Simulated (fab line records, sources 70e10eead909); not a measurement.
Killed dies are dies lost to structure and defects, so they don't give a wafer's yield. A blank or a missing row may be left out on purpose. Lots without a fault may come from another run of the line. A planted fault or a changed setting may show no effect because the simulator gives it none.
A struck lot beside a sound one | flow nand_harc | 40 steps out of a route of 1159
Sound: wafers L565.2, L565.3, L565.4. Struck: wafers L581.1, L581.3, L581.6. The cause comes at the end.
At each step with rows: each side's tool, then ch and its chambers, then its first start. Under that, the readings that differ: sound wafers | struck wafers | difference of the means | sigmas: that difference in standard deviations of wafers without a fault.
alike: readings whose means differ by less than 2 such deviations, and words and numbers that are the same on both sides. not compared: withheld readings, readings that some wafer has no value for, bounds like >300 that may hide the same value, and numbers for which the record gives no deviation and whose values overlap.
The two part at a step that has a row with sigmas, a row that says differs or no value, or rows on one side only. Numbers that don't overlap but have no deviation are shown without sigmas and don't part them. A reading that every wafer of one side lacks parts them only if that side has two wafers or more.

first, 2 steps without rows for these wafers: NHARC_A_STAIRCASE_TRIM_222 (chemistry O2, time 211.2 s); NHARC_A_STAIRCASE_ETCH_223 (etches the open film in C4F8/O2, target depth 100 nm, time 40.5 s).
NHARC_A_STAIRCASE_TRIM_224: chemistry O2, time 211.2 s.
  sound on rie_diel-08 ch 1,2,3; struck on rie_diel-12 ch 0,3
  alike: drypump_motor_current_A, oes_product_au, rf_vpp_V, showerhead_plenum_p_Torr, throttle_valve_pct
  not compared: rf_hours_counter_h
then, 8 steps without rows for these wafers: NHARC_A_STAIRCASE_ETCH_225 (etches the open film in C4F8/O2, target depth 100 nm, time 40.5 s); NHARC_A_STAIRCASE_TRIM_226 (chemistry O2, time 211.2 s); NHARC_A_STAIRCASE_ETCH_227 (etches the open film in C4F8/O2, target depth 100 nm, time 40.5 s); NHARC_A_STAIRCASE_TRIM_229 (chemistry O2, time 211.2 s); NHARC_A_STAIRCASE_ETCH_230 (etches the open film in C4F8/O2, target depth 100 nm, time 40.5 s); NHARC_A_STAIRCASE_TRIM_231 (chemistry O2, time 211.2 s); NHARC_A_STAIRCASE_ETCH_232 (etches the open film in C4F8/O2, target depth 100 nm, time 40.5 s); NHARC_A_STAIRCASE_TRIM_233 (chemistry O2, time 211.2 s).
NHARC_A_STAIRCASE_ETCH_234: etches the open film in C4F8/O2, target depth 100 nm, time 40.5 s.
  sound on rie_diel-12 ch 0,1,2, day 11 15:35; struck on rie_diel-12 ch 1,2, day 15 11:14
  alike: oes_product_au, rf_vpp_V
  not compared: rf_hours_counter_h
then, 15 steps without rows for these wafers: NHARC_A_STAIRCASE_TRIM_235 (chemistry O2, time 211.2 s); NHARC_A_STAIRCASE_ETCH_236 (etches the open film in C4F8/O2, target depth 100 nm, time 40.5 s); NHARC_A_STAIRCASE_STRIP_238 (strips in O2); NHARC_A_STAIRCASE_STRIP_239 (strips in SPM, time 900 s); NHARC_A_STAIRCASE_PRECLEAN_240 (cleans in SC1); NHARC_A_STAIRCASE_SRD_241; NHARC_A_STAIRCASE_DEHYDRATE_242 (time 120 s); NHARC_A_STAIRCASE_HMDS_243 (time 30 s); NHARC_A_STAIRCASE_COAT_244; NHARC_A_STAIRCASE_SOFTBAKE_245 (time 170 s); NHARC_A_STAIRCASE_EBR_246; NHARC_A_STAIRCASE_EXPOSE_247 (exposes mask SDS 1); NHARC_A_STAIRCASE_PEB_248 (peb time 130 s); NHARC_A_STAIRCASE_DEVELOP_249 (time 140 s); NHARC_A_STAIRCASE_HARDBAKE_251 (time 140 s).
NHARC_A_STAIRCASE_DESCUM_252: chemistry O2, time 3 s.
  sound on rie_diel-12 ch 0,1,3, day 11 18:51; struck on rie_diel-12 ch 0,2,3, day 15 13:25
  alike: drypump_motor_current_A, oes_product_au, rf_vpp_V, showerhead_plenum_p_Torr, throttle_valve_pct
  not compared: rf_hours_counter_h
NHARC_A_STAIRCASE_ETCH_253: etches the open film in C4F8/O2, target depth 50 nm, time 20.2 s.
  sound on rie_diel-12 ch 0,1,3, day 11 18:56; struck on rie_diel-12 ch 2,3, day 15 13:31
  alike: oes_product_au, rf_vpp_V
  not compared: rf_hours_counter_h
NHARC_A_STAIRCASE_STRIP_254: strips in O2.
  sound on plasma_asher-02 ch 0,1, day 11 19:01; struck on plasma_asher-02 ch 0,1, day 15 13:36
  alike: drypump_motor_current_A, heater_power_w
  not compared: rf_hours_counter_h
then, 4 steps without rows for these wafers: NHARC_A_STAIRCASE_STRIP_255 (strips in SPM, time 900 s); NHARC_A_STAIRCASE_PRECLEAN_256 (cleans in SC1); NHARC_A_STAIRCASE_SRD_257; NHARC_A_STAIRCASE_HM_DEP_456 (deposits aC, target thk 1500 nm).
NHARC_A_STAIRCASE_DEP_259: deposits SiON, target thk 30 nm.
  sound on pecvd-01 ch 0,2, day 11 23:26; struck on pecvd-03 ch 0,1, day 15 19:08
  alike: heater_power_w
then, 4 steps without rows for these wafers: NHARC_A_STAIRCASE_DEHYDRATE_281 (time 120 s); NHARC_A_STAIRCASE_HMDS_282 (time 30 s); NHARC_A_STAIRCASE_COAT_283; NHARC_A_STAIRCASE_SOFTBAKE_284 (time 170 s).
-- the record jumps here: 8 days lie between the struck wafers' starts before and after (it left off in module A_STAIRCASE and takes up again in module END, whose first step shown is number 1159 of the route) --
NHARC_END_SORT_01:
  the record has rows for the struck wafers here (prober-02 ch 0, day 24 02:07) and none for the sound ones

WHERE THEY PART
Only at NHARC_END_SORT_01, within this record.

WHY: what the simulator had put in
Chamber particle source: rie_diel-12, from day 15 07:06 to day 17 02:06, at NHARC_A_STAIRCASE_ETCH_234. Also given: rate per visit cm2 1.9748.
